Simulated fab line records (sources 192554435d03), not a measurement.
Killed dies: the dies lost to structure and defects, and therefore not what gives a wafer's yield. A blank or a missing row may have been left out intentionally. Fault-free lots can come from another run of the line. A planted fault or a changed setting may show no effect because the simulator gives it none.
Which tool did it? || flow n5Finfet || Sampling: 6 lots, 12 wafers, 3 of 1938 route steps

WHAT EACH GAUGE READ, for each wafer
N5_STI_FIN_REVEAL_INSPECT_13: inspects for defects (darkfield).
{"lot": "L816", "measured": "day 2 19:37", "on": "defectInspect-01", "rawDefectCount": "11 11"}
{"lot": "L818", "measured": "day 3 07:55", "on": "defectInspect-02", "rawDefectCount": "10 11 5"}
{"lot": "L820", "measured": "day 3 18:33", "on": "defectInspect-02", "rawDefectCount": "6 6"}
{"lot": "L824", "measured": "day 4 19:26", "on": "defectInspect-01", "rawDefectCount": 673}
{"lot": "L826", "measured": "day 5 08:50", "on": "defectInspect-02", "rawDefectCount": 651}
{"lot": "L833", "measured": "day 7 01:34", "on": "defectInspect-02", "rawDefectCount": "11 10 14"}

TOOL THAT RAN EACH LOT (tool first, then ch and the chambers of the sampled wafers, then the start)
{"lot": "L816", "N5_STI_FIN_REVEAL_STRIP_24": "rieDiel-04 ch 1,3, day 2 16:37", "N5_STI_FIN_REVEAL_RECESS_09": "vaporEtch-02 ch 0,1, day 2 16:50"}
{"lot": "L818", "N5_STI_FIN_REVEAL_STRIP_24": "rieDiel-02 ch 0,3, day 3 04:54", "N5_STI_FIN_REVEAL_RECESS_09": "vaporEtch-02 ch 0,1, day 3 05:07"}
{"lot": "L820", "N5_STI_FIN_REVEAL_STRIP_24": "rieDiel-02 ch 1,3, day 3 15:33", "N5_STI_FIN_REVEAL_RECESS_09": "vaporEtch-01 ch 0,1, day 3 16:18"}
{"lot": "L824", "N5_STI_FIN_REVEAL_STRIP_24": "rieDiel-04 ch 3, day 4 16:17", "N5_STI_FIN_REVEAL_RECESS_09": "vaporEtch-02 ch 1, day 4 16:30"}
{"lot": "L826", "N5_STI_FIN_REVEAL_STRIP_24": "rieDiel-02 ch 0, day 5 05:49", "N5_STI_FIN_REVEAL_RECESS_09": "vaporEtch-02 ch 1, day 5 06:33"}
{"lot": "L833", "N5_STI_FIN_REVEAL_STRIP_24": "rieDiel-04 ch 0,2, day 6 22:23", "N5_STI_FIN_REVEAL_RECESS_09": "vaporEtch-01 ch 0,1, day 6 22:43"}
- N5_STI_FIN_REVEAL_STRIP_24: strips in N2/H2, time 90 s.
- N5_STI_FIN_REVEAL_RECESS_09: chemistry HF/NH3, target SiO2, afs cycles 11, target depth 42.5 nm, sublimation time 60 s.

THE ANSWER, worked out from the rows above alone
Rule: the lots themselves supply what counts as usual. The widest of any qualifying gaps counts: lots, ordered by their means at a reading, are off when they make up no more than a third of the lots, leave a main group of 4 or more, and stand apart from it by 3 or more times the standard deviation of that group's means. Not used: any main group whose means are identical at the precision the tables above print for the reading. A lot without any number at a reading at which 4 lots or more have one is off too. The other lots that the step has rows for count as sound.
Off: L824, L826 (N5_STI_FIN_REVEAL_INSPECT_13, rawDefectCount). Mean 9 and standard deviation 2.2 in the main group.
If a tool, at a process step before that reading, ran all the lots that are off and no sound lot after the first of them, it fits. Those tools and the gauges at N5_STI_FIN_REVEAL_INSPECT_13 are tried in the same way. One fits: vaporEtch-02 at N5_STI_FIN_REVEAL_RECESS_09. A fault onset in the window from L818 (day 3 05:07, its last sound lot) to L824 (day 4 16:30, its first lot off) fits.

WHAT THE SIMULATOR HAD INSERTED
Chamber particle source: vaporEtch-02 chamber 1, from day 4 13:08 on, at N5_STI_FIN_REVEAL_RECESS_09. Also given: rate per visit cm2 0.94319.
Lots struck among those shown: L824, L826. The rule above found the same.
